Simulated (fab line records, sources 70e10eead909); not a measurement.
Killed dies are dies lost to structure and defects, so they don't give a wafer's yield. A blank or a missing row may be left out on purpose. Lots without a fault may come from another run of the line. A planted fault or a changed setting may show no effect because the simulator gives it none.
Which tool did it? | flow nand_harc | 12 lots, 36 wafers sampled, at 5 steps of a route of 1302

WHAT THE GAUGES READ, wafer by wafer
NHARC_END_SORT_01. Usual: defect_limited_yield 91 %, standard deviation 3.4; killed_at_array 54, standard deviation 23; killed_at_other 1.2, standard deviation 1.5; killed_at_periphery 3.9, standard deviation 2.5; killed_dies 59, standard deviation 23; killed_open 3.2, standard deviation 1.7; killed_short 2.4, standard deviation 1.6; sort_bin_2_pct 3.0 %, standard deviation 1.4; sort_bin_3_pct 0.7 %, standard deviation 0.45; sort_bin_4_pct 5.0 %, standard deviation 1.9; sort_n_pass 618, standard deviation 23; sort_rim_yield_pct 92 %, standard deviation 3.8; sort_yield_pct 91 %, standard deviation 3.4.
lot  | measured     | on        | defect_limited_yield (%) | killed_at_array | killed_at_other | killed_at_periphery | killed_dies | killed_open | killed_short | sort_bin_2_pct (%) | sort_bin_3_pct (%) | sort_bin_4_pct (%) | sort_n_pass | sort_rim_yield_pct (%) | sort_yield_pct (%) | flag
L976 | day 27 08:31 | prober-02 | 96 96 96                 | 25 19 24        | 2 5 1           | 2 3 1               | 29 27 26    | 3 2 3       | 1 0 2        | 1.2 0.7 1.2        | 0.1 0 0.1          | 3.0 3.2 2.5        | 648 650 651 | 92 95 94               | 96 96 96           |
L982 | day 29 20:08 | prober-01 | 91 92 92                 | 52 52 51        | 0 0 0           | 6 3 6               | 58 55 57    | 2 4 5       | 3 3 1        | 3.4 1.8 3.7        | 0.3 0.9 1.0        | 4.9 5.5 3.7        | 619 622 620 | 86 89 86               | 91 92 92           |
L984 | day 30 17:50 | prober-02 | 96 95 96                 | 20 23 25        | 0 1 0           | 8 10 4              | 28 34 29    | 5 2 4       | 3 3 1        | 0.7 1.0 1.0        | 0.1 0.3 0.6        | 3.2 3.7 2.7        | 649 643 648 | 99 93 97               | 96 95 96           |
L983 | day 31 14:07 | prober-02 | 84 85 85                 | 94 97 93        | 5 0 3           | 8 7 4               | 107 104 100 | 5 5 2       | 4 0 2        | 4.7 6.1 5.2        | 1.6 1.0 1.6        | 9.5 8.3 8.0        | 570 573 577 | 86 84 88               | 84 85 85           |

WHICH TOOL RAN EACH LOT (tool, then ch and the chambers of the sampled wafers, then the start)
lot  | NHARC_A_M0_STRIP_19                 | NHARC_A_M0_PRE_CLEAN_29                 | NHARC_A_M0_PVD_20                       | NHARC_A_M0_PVD_21
L970 | wet_bench-01 ch 0,3,7, day 22 21:43 | pvd_sputter-01, day 22 22:04            | pvd_sputter-02, day 22 22:10            | pvd_sputter-01, day 22 22:18
L977 | wet_bench-01 ch 0,6,7, day 25 07:05 | pvd_sputter-03, no start                | pvd_sputter-03, no start                | pvd_sputter-03, no start
L974 | wet_bench-01 ch 0,1,5, day 25 09:48 | pvd_sputter-03, no start                | pvd_sputter-03, no start                | pvd_sputter-03, no start
L976 | wet_bench-06 ch 2,5,6, day 25 15:18 | pvd_sputter-02, day 27 08:31 or earlier | pvd_sputter-02, day 27 08:31 or earlier | pvd_sputter-02, day 27 08:31 or earlier
L978 | wet_bench-01 ch 5,6,7, day 26 14:17 | pvd_sputter-03, no start                | pvd_sputter-03, no start                | pvd_sputter-03, no start
L980 | wet_bench-06 ch 5,6,7, day 26 20:05 | pvd_sputter-02, no start                | pvd_sputter-02, no start                | pvd_sputter-02, no start
L982 | wet_bench-07 ch 0,4,6, day 28 05:37 | pvd_sputter-01, day 29 20:08 or earlier | pvd_sputter-01, day 29 20:08 or earlier | pvd_sputter-01, day 29 20:08 or earlier
L984 | wet_bench-07 ch 0,2,7, day 28 20:02 | pvd_sputter-01, day 30 17:50 or earlier | pvd_sputter-01, day 30 17:50 or earlier | pvd_sputter-01, day 30 17:50 or earlier
L985 | wet_bench-01 ch 2,3,7, day 28 22:22 | pvd_sputter-01, no start                | pvd_sputter-01, no start                | pvd_sputter-01, no start
L983 | wet_bench-07 ch 3,4,7, day 29 02:28 | pvd_sputter-01, day 31 14:07 or earlier | pvd_sputter-01, day 31 14:07 or earlier | pvd_sputter-01, day 31 14:07 or earlier
L987 | wet_bench-07 ch 1,2,3, day 30 00:08 | pvd_sputter-02, no start                | pvd_sputter-02, no start                | pvd_sputter-02, no start
L993 | wet_bench-07 ch 2,6,7, day 32 22:07 | pvd_sputter-03, no start                | pvd_sputter-03, no start                | pvd_sputter-03, no start
- NHARC_A_M0_STRIP_19: strips in post etch residue remover, time 600 s.
- NHARC_A_M0_PRE_CLEAN_29: time 30 s.
- NHARC_A_M0_PVD_20: deposits TaN, target thk 5 nm, time 8.06 s.
- NHARC_A_M0_PVD_21: deposits Cu, target thk 30 nm, time 20.49 s.

WHAT THE TOOLS THEMSELVES READ (means of the sampled wafers that have a number; where no wafer has one, the mark that the record gives instead)
NHARC_A_M0_STRIP_19. Usual: bath_heat_duty_pct 12.7 %, standard deviation 1.5; run_length_s 602.9 s, standard deviation 1.1.
lot  | tool         | bath_heat_duty_pct (%) | run_length_s (s) | flag
L970 | wet_bench-01 | 11.9                   | 602.8            |
L977 | wet_bench-01 | 11.7                   | 602.5            |
L974 | wet_bench-01 | 12.0                   | 602.8            |
L976 | wet_bench-06 | 13.7                   | 603.1            |
L978 | wet_bench-01 | 11.8                   | 603.5            |
L980 | wet_bench-06 | 13.2                   | 602.2            |
L982 | wet_bench-07 | -                      | -                | OFF
L984 | wet_bench-07 | -                      | -                | OFF
L985 | wet_bench-01 | -                      | -                | OFF
L983 | wet_bench-07 | 12.2                   | 601.8            |
L987 | wet_bench-07 | 13.6                   | 603.3            |
L993 | wet_bench-07 | 12.4                   | 603.2            |

NHARC_A_M0_PRE_CLEAN_29. Usual: heater_power_w 450 W, standard deviation 37.
lot  | tool           | heater_power_w (W) | flag
L970 | pvd_sputter-01 | 497                |
L977 | pvd_sputter-03 | 448                |
L974 | pvd_sputter-03 | 450                |
L976 | pvd_sputter-02 | 444                |
L978 | pvd_sputter-03 | 446                |
L980 | pvd_sputter-02 | 434                |
L982 | pvd_sputter-01 | 477                |
L984 | pvd_sputter-01 | 441                |
L985 | pvd_sputter-01 | 482                |
L983 | pvd_sputter-01 | 478                |
L987 | pvd_sputter-02 | 467                |
L993 | pvd_sputter-03 | 428                |

NHARC_A_M0_PVD_20. Usual: chamber_pressure_pa 0.11995 Pa, standard deviation 0.00022; throttle_valve_pct 30.1 %, standard deviation 1.2.
lot  | tool           | chamber_pressure_pa (Pa) | throttle_valve_pct (%) | flag
L970 | pvd_sputter-02 | 0.11998                  | 30.2                   |
L977 | pvd_sputter-03 | 0.11992                  | 29.0                   |
L974 | pvd_sputter-03 | 0.11996                  | 29.3                   |
L976 | pvd_sputter-02 | 0.12001                  | 29.7                   |
L978 | pvd_sputter-03 | 0.12031                  | 29.0                   |
L980 | pvd_sputter-02 | 0.11982                  | 32.0                   |
L982 | pvd_sputter-01 | 0.12014                  | 29.9                   |
L984 | pvd_sputter-01 | 0.11982                  | 29.0                   |
L985 | pvd_sputter-01 | 0.12000                  | 30.8                   |
L983 | pvd_sputter-01 | 0.11985                  | 29.7                   |
L987 | pvd_sputter-02 | 0.11983                  | 30.4                   |
L993 | pvd_sputter-03 | 0.12015                  | 29.4                   |

NHARC_A_M0_PVD_21. Usual: chamber_pressure_pa 4.999 Pa, standard deviation 0.0099; throttle_valve_pct 30.1 %, standard deviation 1.2.
lot  | tool           | chamber_pressure_pa (Pa) | throttle_valve_pct (%) | flag
L970 | pvd_sputter-01 | 5.002                    | 30.9                   |
L977 | pvd_sputter-03 | 5.001                    | 29.2                   |
L974 | pvd_sputter-03 | 4.998                    | 29.4                   |
L976 | pvd_sputter-02 | 4.998                    | 30.6                   |
L978 | pvd_sputter-03 | 5.003                    | 29.2                   |
L980 | pvd_sputter-02 | 5.000                    | 31.6                   |
L982 | pvd_sputter-01 | 5.003                    | 30.5                   |
L984 | pvd_sputter-01 | 5.006                    | 31.0                   |
L985 | pvd_sputter-01 | 4.996                    | 30.4                   |
L983 | pvd_sputter-01 | 5.001                    | 30.4                   |
L987 | pvd_sputter-02 | 4.994                    | 30.5                   |
L993 | pvd_sputter-03 | 4.991                    | 29.6                   |

THE ANSWER, worked out from the rows above alone
Rule: a lot is off if the mean of its wafers that have a number lies more than 3 standard deviations from the usual mean. A lot without any number at a reading at which 4 lots or more have one is off too. The other lots that the step has rows for count as sound. The gauges are gone through in route order, then the tools' own readings, and for those a lot's mean is taken as printed above. The first step at which some lot is off is used, and at that step the reading that is off furthest; a lot without a number counts as furthest.
Off: L982, L984, L985, at NHARC_A_M0_STRIP_19 (bath_heat_duty_pct). Without a number there: L982, L984, L985.
A tool fits if, at that step or a process step before it, it ran every lot that is off, and no sound lot after the first of them. None of those tried fits.

WHAT THE SIMULATOR HAD PUT IN
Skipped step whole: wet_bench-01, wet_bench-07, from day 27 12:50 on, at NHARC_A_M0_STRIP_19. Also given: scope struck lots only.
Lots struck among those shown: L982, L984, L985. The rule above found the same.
